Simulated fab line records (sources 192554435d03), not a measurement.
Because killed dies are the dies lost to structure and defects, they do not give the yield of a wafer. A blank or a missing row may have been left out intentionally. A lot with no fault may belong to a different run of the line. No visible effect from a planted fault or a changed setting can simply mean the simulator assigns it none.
Comparing a struck lot with a sound one	flow n5Finfet	15 steps out of a route of 1938
Sound: the wafers L813.1, L813.2, L813.5. Struck: wafers L822.4, L822.6 (left out: L822.2, a lot-mate that was not struck); the cause follows at the end.
Order at every step that has rows: each side's tool, ch and its chambers, its first start. Under that, the readings that differ: sound wafers	struck wafers	difference of the means	sigmas: that difference in standard deviations of wafers without a fault.
alike: words and numbers the same on both sides, and readings whose means are apart by under 2 such deviations; not compared: readings that were withheld, readings missing a value for some wafer, numbers with overlapping values and no deviation given by the record, and bounds like >300 which may hide the same value.
Wherever a step has rows on one side only, a row that says differs or no value, or a row with sigmas, the two part there. When numbers do not overlap yet have no deviation, they are printed without sigmas and do not part them. A reading that every wafer of one side lacks parts them only if that side has two wafers or more.

N5_BEOL_M11_VIA_ETCH_34: etches SiCOH lowk in C4F6/O2, target depth 184.5 nm, time 69.2 s.
  sound on rieDiel-03 ch 0,1,2, day 11 06:08; struck on rieDiel-04 ch 2,3, day 14 13:55
reading	sound	struck	difference	sigmas
rfVppV (V)	635 664 655	686 681	+32	+2
  alike: C4F6_flow_sccm, O2_flow_sccm, drypumpMotorCurrentA, oes_f_703_au, oesProductAu, showerheadPlenumPTorr, throttleValvePct
  not compared: rfHoursCounterH
then, 1 step without rows for these wafers: N5_BEOL_M11_STRIP_73 (strips in C4F6/O2).
N5_BEOL_M11_STRIP_36: strips in N2/H2.
  sound on rieDiel-03 ch 0,1,2, day 11 06:12; struck on rieDiel-04 ch 2,3, day 14 13:58
  alike: drypumpMotorCurrentA, oesProductAu, rfVppV, showerheadPlenumPTorr, throttleValvePct
  not compared: rfHoursCounterH
N5_BEOL_M11_TRENCH_ETCH_37: etches SiCOH lowk in C4F6/O2, target depth 148.83 nm, time 48 s.
  sound on rieDiel-03 ch 0,1,2; struck on rieDiel-04 ch 2,3
reading	sound	struck	difference	sigmas
rfVppV (V)	635 662 655	687 681	+33	+2
  alike: C4F6_flow_sccm, O2_flow_sccm, drypumpMotorCurrentA, oes_f_703_au, oesProductAu, showerheadPlenumPTorr, throttleValvePct
  not compared: rfHoursCounterH
N5_BEOL_M11_ETCH_41: etches SiCN in CH3F/O2, target depth 42.6 nm, time 86 s.
  sound on rieDiel-03 ch 0,1,2; struck on rieDiel-04 ch 2,3
  alike: O2_flow_sccm, drypumpMotorCurrentA, oesProductAu, rfVppV, showerheadPlenumPTorr, throttleValvePct
  not compared: rfHoursCounterH
then, 1 step without rows for these wafers: N5_BEOL_M11_STRIP_77 (strips in N2/H2, time 10 s).
N5_BEOL_M11_OCD_MEAS_38:
  sound on ocd-02 at day 11 06:25; struck on ocd-02 at day 14 14:11
  alike: trenchDepthNm
then, 4 steps without rows for these wafers: N5_BEOL_M11_HM_STRIP_39 (strips TiN in peroxide tin strip, target depth 25 nm, time 158 s); N5_BEOL_M11_SRD_40 (time 30 s); N5_BEOL_M11_PRECLEAN_42 (cleans in residue remover, time 60 s); N5_BEOL_M11_SRD_43 (time 30 s).
N5_BEOL_M11_CD_MEAS_35: target cd 70 nm.
  sound on cdSem-03 at day 11 06:35; struck on cdSem-02 at day 14 14:20
  alike: cdNm
N5_BEOL_M11_CURE_72: cures SiCOH lowk, time 120 s.
  sound on uvCure-01 ch 2, day 11 06:37; struck on uvCure-01 ch 0, day 14 14:30
reading	sound	struck	difference	sigmas
runLengthS (s)	178.0 178.2 177.9	184.9 184.1	+6.5	+10
  alike: lampPowerPct, wafer_temp_C_max
N5_BEOL_M11_DEGAS_44: time 60 s.
  sound on pvdSputter-02 at day 11 07:00; struck on pvdSputter-01 at day 14 15:16
  alike: heaterPowerW
N5_PASSIVATION_PROBE_49:
  rows exist in the record for the struck wafers here (prober-01, day 16 11:51), but not for the sound ones

WHERE THEY PART
First at N5_BEOL_M11_VIA_ETCH_34; last, within this record, at N5_PASSIVATION_PROBE_49.

WHY: what the simulator had put in
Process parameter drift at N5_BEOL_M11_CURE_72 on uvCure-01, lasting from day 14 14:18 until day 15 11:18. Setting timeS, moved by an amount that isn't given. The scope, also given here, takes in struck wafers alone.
